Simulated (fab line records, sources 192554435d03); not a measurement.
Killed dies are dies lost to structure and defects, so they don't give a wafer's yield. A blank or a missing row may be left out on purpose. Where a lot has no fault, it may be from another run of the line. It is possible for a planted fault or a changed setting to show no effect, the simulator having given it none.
Which of the tools did it?	flow n5Finfet	24 lots with 72 wafers sampled at 6 steps, on a route of 1938 steps

== WHAT THE GAUGES READ, wafer by wafer ==
Not one reading of a measure or inspect step in the record can be checked against a usual standard deviation.

== WHICH TOOL RAN EACH LOT (tool, then ch and the chambers of the sampled wafers, then the start) ==
lot	N5_BEOL_M2_ALD_84	N5_BEOL_M2_SPUTTER_48	N5_BEOL_M2_SPUTTER_81	N5_BEOL_M2_ANNEAL_87	N5_BEOL_M3_HM_OPEN_17	N5_BEOL_M3_STRIP_19
L074	aldMetal-01 ch 0,1, day 7 11:15	pvdSputter-02, day 7 11:46	pvdSputter-02, day 7 12:13	pvdSputter-02, day 7 12:31	rieMetal-01 ch 0,1, day 7 19:52	rieDiel-02 ch 1,2,3, day 7 19:59
L075	aldMetal-03 ch 0,2,3, day 7 18:00	pvdSputter-03, day 7 18:28	pvdSputter-03, day 7 18:55	pvdSputter-03, day 7 19:13	rieMetal-02 ch 0, day 7 23:09	rieDiel-02 ch 0,1, day 7 23:17
L076	aldMetal-01 ch 0,1,2, day 7 18:30	pvdSputter-03, day 7 20:19	pvdSputter-03, day 7 20:45	pvdSputter-03, day 7 21:03	rieMetal-01 ch 0, day 8 04:55	rieDiel-04 ch 0,1,3, day 8 05:02
L077	aldMetal-01 ch 0,1, day 7 22:37	pvdSputter-02, day 7 23:54	pvdSputter-02, day 8 00:20	pvdSputter-02, day 8 00:38	rieMetal-02 ch 0,1, day 8 09:46	rieDiel-06 ch 1,3, day 8 09:53
L078	aldMetal-03 ch 0,1, day 8 10:22	pvdSputter-03, day 8 10:52	pvdSputter-03, day 8 11:19	pvdSputter-03, day 8 11:37	rieMetal-01 ch 0,1, day 8 15:33	rieDiel-06 ch 0,1,3, day 8 15:40
L079	aldMetal-03 ch 0,1,3, day 8 10:35	pvdSputter-02, day 8 12:37	pvdSputter-02, day 8 13:03	pvdSputter-02, day 8 13:21	rieMetal-01 ch 0,1, day 8 18:39	rieDiel-04 ch 1,2,3, day 8 18:46
L080	aldMetal-03 ch 0,1,3, day 9 10:55	pvdSputter-02, day 9 11:28	pvdSputter-02, day 9 11:55	pvdSputter-02, day 9 12:13	rieMetal-02 ch 0,1, day 9 17:18	rieDiel-02 ch 0,1,3, day 9 17:30
L081	aldMetal-04 ch 0,1,2, day 9 10:59	pvdSputter-01, day 9 11:37	pvdSputter-01, day 9 12:03	pvdSputter-01, day 9 12:21	rieMetal-03 ch 0,1, day 9 17:31	rieDiel-04 ch 0,2, day 9 17:40
L082	aldMetal-03 ch 0,1,2, day 9 13:45	pvdSputter-02, day 9 14:33	pvdSputter-02, day 9 14:59	pvdSputter-02, day 9 15:17	rieMetal-03 ch 0,1, day 9 18:45	rieDiel-02 ch 0,1,2, day 9 18:52
L085	aldMetal-04 ch 0,1,2, day 9 17:27	pvdSputter-03, day 9 18:10	pvdSputter-03, day 9 18:37	pvdSputter-03, day 9 18:55	rieMetal-01 ch 0,1, day 10 02:55	rieDiel-04 ch 0,1, day 10 03:02
L083	aldMetal-03 ch 0,1, day 9 21:55	pvdSputter-01, day 9 22:22	pvdSputter-01, day 9 22:49	pvdSputter-01, day 9 23:07	rieMetal-03 ch 0,1, day 10 03:08	rieDiel-04 ch 0,2,3, day 10 03:15
L084	aldMetal-04 ch 1,3, day 10 08:43	pvdSputter-01, day 10 09:13	pvdSputter-01, day 10 09:40	pvdSputter-01, day 10 09:58	rieMetal-03 ch 1, day 10 16:01	rieDiel-04 ch 0,2,3, day 10 16:08
L087	aldMetal-04 ch 0,1,2, day 10 16:49	pvdSputter-02, day 10 17:22	pvdSputter-02, day 10 17:48	pvdSputter-02, day 10 18:06	rieMetal-01 ch 0,1, day 10 21:37	rieDiel-06 ch 0,1,2, day 10 21:44
L086	aldMetal-04 ch 0,1,2, day 10 17:12	pvdSputter-03, day 10 18:01	pvdSputter-03, day 10 18:28	pvdSputter-03, day 10 18:46	rieMetal-03 ch 0,1, day 11 00:00	rieDiel-06 ch 0,1, day 11 00:07
L089	aldMetal-01 ch 1,2,3, day 10 17:13	pvdSputter-02, day 10 19:12	pvdSputter-02, day 10 19:38	pvdSputter-02, day 10 19:56	rieMetal-02 ch 0,1, day 11 00:07	rieDiel-06 ch 0,2,3, day 11 00:13
L088	aldMetal-03 ch 1,2, day 10 20:11	pvdSputter-03, day 10 20:58	pvdSputter-03, day 10 21:24	pvdSputter-03, day 10 21:42	rieMetal-03 ch 0,1, day 11 03:40	rieDiel-04 ch 0,1,2, day 11 03:48
L090	aldMetal-03 ch 0,1,2, day 11 00:02	pvdSputter-03, day 11 00:35	pvdSputter-03, day 11 01:01	pvdSputter-03, day 11 01:19	rieMetal-03 ch 0,1, day 11 04:49	rieDiel-02 ch 1,3, day 11 04:56
L091	aldMetal-04 ch 1,2,3, day 11 14:56	pvdSputter-01, day 11 15:35	pvdSputter-01, day 11 16:02	pvdSputter-01, day 11 16:20	rieMetal-02 ch 0,1, day 11 19:23	rieDiel-02 ch 0,2,3, day 11 19:30
L092	aldMetal-03 ch 1,2,3, day 12 02:56	pvdSputter-03, day 12 03:28	pvdSputter-03, day 12 03:54	pvdSputter-03, day 12 04:12	rieMetal-02 ch 0, day 12 09:29	rieDiel-06 ch 0,2, day 12 09:35
L093	aldMetal-03 ch 0,1,2, day 12 09:32	pvdSputter-03, day 12 10:12	pvdSputter-03, day 12 16:02	pvdSputter-03, day 12 16:20	rieMetal-01 ch 0,1, day 12 20:07	rieDiel-04 ch 0,1, day 12 20:16
L094	aldMetal-01 ch 0,3, day 12 09:37	pvdSputter-02, day 12 11:46	pvdSputter-02, day 12 12:16	pvdSputter-02, day 12 12:37	rieMetal-01 ch 0,1, day 12 15:52	rieDiel-06 ch 0,1,3, day 12 15:56
L095	aldMetal-03 ch 1,2,3, day 13 03:05	pvdSputter-03, day 13 03:32	pvdSputter-03, day 13 03:59	pvdSputter-03, day 13 04:17	rieMetal-02 ch 0,1, day 13 07:49	rieDiel-02 ch 0,1,2, day 13 07:55
L096	aldMetal-01 ch 0,2,3, day 13 09:04	pvdSputter-03, day 13 09:35	pvdSputter-03, day 13 10:01	pvdSputter-03, day 13 10:19	rieMetal-02 ch 1, day 13 15:14	rieDiel-02 ch 0,2,3, day 13 15:26
L097	aldMetal-03 ch 0,1,2, day 13 17:11	pvdSputter-02, day 13 18:01	pvdSputter-02, day 13 18:27	pvdSputter-02, day 13 18:45	rieMetal-01 ch 0,1, day 13 23:20	rieDiel-04 ch 1,3, day 13 23:26
- N5_BEOL_M2_ALD_84: deposits TaN, pulse time 2 s, purge time 3 s, co reactant purge time 2 s.
- N5_BEOL_M2_SPUTTER_48: material Cu, target thk 4.5 nm, time 8.29 s.
- N5_BEOL_M2_SPUTTER_81: material Cu, target thk 4.5 nm, time 8.29 s.
- N5_BEOL_M2_ANNEAL_87: time 240 s.
- N5_BEOL_M3_HM_OPEN_17: chemistry Cl2/BCl3, target TiN, target depth 20 nm, overetch 6 nm.
- N5_BEOL_M3_STRIP_19: strips in O2.

== AS READ BY THE TOOLS THEMSELVES (means over the sampled wafers that have a number; for cases with no such wafer, the mark the record gives instead) ==
N5_BEOL_M2_ALD_84.
lot	tool	heaterPowerW (W)
L074	aldMetal-01	474
L075	aldMetal-03	406
L076	aldMetal-01	461
L077	aldMetal-01	460
L078	aldMetal-03	390
L079	aldMetal-03	410
L080	aldMetal-03	409
L081	aldMetal-04	431
L082	aldMetal-03	425
L085	aldMetal-04	439
L083	aldMetal-03	422
L084	aldMetal-04	401
L087	aldMetal-04	433
L086	aldMetal-04	436
L089	aldMetal-01	440
L088	aldMetal-03	457
L090	aldMetal-03	422
L091	aldMetal-04	415
L092	aldMetal-03	441
L093	aldMetal-03	422
L094	aldMetal-01	455
L095	aldMetal-03	443
L096	aldMetal-01	449
L097	aldMetal-03	423

N5_BEOL_M2_SPUTTER_48.
lot	tool	throttleValvePct (%)
L074	pvdSputter-02	29.4
L075	pvdSputter-03	30.2
L076	pvdSputter-03	30.0
L077	pvdSputter-02	29.9
L078	pvdSputter-03	29.1
L079	pvdSputter-02	29.8
L080	pvdSputter-02	29.6
L081	pvdSputter-01	31.6
L082	pvdSputter-02	29.4
L085	pvdSputter-03	30.0
L083	pvdSputter-01	31.0
L084	pvdSputter-01	32.0
L087	pvdSputter-02	29.6
L086	pvdSputter-03	29.6
L089	pvdSputter-02	29.3
L088	pvdSputter-03	28.2
L090	pvdSputter-03	29.1
L091	pvdSputter-01	30.6
L092	pvdSputter-03	30.0
L093	pvdSputter-03	29.7
L094	pvdSputter-02	29.5
L095	pvdSputter-03	28.8
L096	pvdSputter-03	29.3
L097	pvdSputter-02	30.1

N5_BEOL_M2_SPUTTER_81.
lot	tool	throttleValvePct (%)
L074	pvdSputter-02	29.5
L075	pvdSputter-03	30.1
L076	pvdSputter-03	29.9
L077	pvdSputter-02	30.1
L078	pvdSputter-03	29.1
L079	pvdSputter-02	29.8
L080	pvdSputter-02	29.7
L081	pvdSputter-01	31.9
L082	pvdSputter-02	29.6
L085	pvdSputter-03	30.1
L083	pvdSputter-01	31.1
L084	pvdSputter-01	32.0
L087	pvdSputter-02	29.7
L086	pvdSputter-03	29.7
L089	pvdSputter-02	29.4
L088	pvdSputter-03	28.2
L090	pvdSputter-03	29.1
L091	pvdSputter-01	30.4
L092	pvdSputter-03	30.3
L093	pvdSputter-03	29.6
L094	pvdSputter-02	29.4
L095	pvdSputter-03	28.8
L096	pvdSputter-03	29.2
L097	pvdSputter-02	30.0

N5_BEOL_M2_ANNEAL_87.
lot	tool	heaterPowerW (W)
L074	pvdSputter-02	808
L075	pvdSputter-03	755
L076	pvdSputter-03	779
L077	pvdSputter-02	704
L078	pvdSputter-03	802
L079	pvdSputter-02	767
L080	pvdSputter-02	732
L081	pvdSputter-01	760
L082	pvdSputter-02	805
L085	pvdSputter-03	761
L083	pvdSputter-01	860
L084	pvdSputter-01	736
L087	pvdSputter-02	767
L086	pvdSputter-03	776
L089	pvdSputter-02	786
L088	pvdSputter-03	838
L090	pvdSputter-03	806
L091	pvdSputter-01	788
L092	pvdSputter-03	757
L093	pvdSputter-03	775
L094	pvdSputter-02	771
L095	pvdSputter-03	801
L096	pvdSputter-03	801
L097	pvdSputter-02	794

N5_BEOL_M3_HM_OPEN_17.
lot	tool	drypumpMotorCurrentA (A)	oesProductAu (a.u.)	rfFwdPowerW (W)	throttleValvePct (%)
L074	rieMetal-01	5.4	0.59	996	22.1
L075	rieMetal-02	6.0	0.57	992	23.0
L076	rieMetal-01	5.6	0.57	991	22.3
L077	rieMetal-02	5.4	0.58	996	22.4
L078	rieMetal-01	5.5	0.57	990	22.2
L079	rieMetal-01	5.5	0.57	997	22.2
L080	rieMetal-02	5.4	0.57	994	22.4
L081	rieMetal-03	5.8	0.62	992	22.3
L082	rieMetal-03	5.5	0.59	993	22.4
L085	rieMetal-01	5.4	0.59	993	22.1
L083	rieMetal-03	5.5	0.59	994	22.5
L084	rieMetal-03	6.0	0.65	988	22.1
L087	rieMetal-01	5.4	0.59	996	22.1
L086	rieMetal-03	5.8	0.61	990	22.3
L089	rieMetal-02	5.4	0.57	996	22.4
L088	rieMetal-03	5.5	0.58	991	22.4
L090	rieMetal-03	5.5	0.58	991	22.5
L091	rieMetal-02	5.7	0.57	995	22.7
L092	rieMetal-02	6.0	0.55	997	23.0
L093	rieMetal-01	5.4	0.58	998	22.1
L094	rieMetal-01	5.4	0.58	993	22.1
L095	rieMetal-02	5.4	0.56	997	22.4
L096	rieMetal-02	5.1	0.57	994	22.1
L097	rieMetal-01	5.5	0.56	992	22.2

N5_BEOL_M3_STRIP_19.
lot	tool	drypumpMotorCurrentA (A)	oesProductAu (a.u.)	rfVppV (V)	showerheadPlenumPTorr (Torr)	throttleValvePct (%)
L074	rieDiel-02	6.6	0.79	3.8	2.09	16.63
L075	rieDiel-02	5.7	0.83	3.4	2.14	16.41
L076	rieDiel-04	5.6	0.86	4.1	2.07	16.68
L077	rieDiel-06	5.3	0.73	3.5	2.12	16.82
L078	rieDiel-06	5.8	0.79	3.2	2.14	16.75
L079	rieDiel-04	5.3	0.78	3.7	2.06	16.78
L080	rieDiel-02	6.2	0.80	4.4	2.11	16.63
L081	rieDiel-04	5.5	0.76	2.9	2.02	16.69
L082	rieDiel-02	6.1	0.79	3.5	2.11	16.46
L085	rieDiel-04	5.4	0.87	3.9	2.10	16.68
L083	rieDiel-04	5.6	0.79	3.8	2.02	16.71
L084	rieDiel-04	5.6	0.78	4.2	2.02	16.73
L087	rieDiel-06	6.1	0.78	3.9	2.10	16.78
L086	rieDiel-06	6.3	0.83	3.6	2.15	16.71
L089	rieDiel-06	5.7	0.79	3.6	2.07	16.69
L088	rieDiel-04	5.4	0.81	4.1	2.06	16.69
L090	rieDiel-02	6.5	0.75	3.7	2.12	16.62
L091	rieDiel-02	6.2	0.80	3.7	2.06	16.70
L092	rieDiel-06	6.0	0.79	3.3	2.04	16.72
L093	rieDiel-04	5.7	0.85	3.7	2.07	16.62
L094	rieDiel-06	5.8	0.77	3.7	2.13	16.79
L095	rieDiel-02	6.1	0.76	3.1	2.10	16.51
L096	rieDiel-02	6.2	0.79	3.8	2.05	16.72
L097	rieDiel-04	5.3	0.80	3.6	2.08	16.82

== THE ANSWER, worked out from the rows above alone ==
Rule: the usual values come from the lots themselves. Put in order of their means at a reading, lots are off if they are a third of the lots or fewer, leave a main group of 4 or more, and stand apart from it by a gap of 3 or more times the standard deviation of the main group's means; of several such gaps the widest counts. The tables above print the reading to a certain number of digits; a main group whose means all agree to those digits is not used. Also off: a lot with no number at a reading for which 4 or more lots have one. All remaining lots with rows at the step are treated as sound. First the gauges in route order, then the tools' own readings, where a lot's mean is used as printed above. The first step at which some lot is off is used, and at that step the reading that is off furthest; a lot without a number counts as furthest.
No lot is off on any of the readings shown, so nothing can be concluded from this.

== WHAT THE SIMULATOR HAD INSERTED ==
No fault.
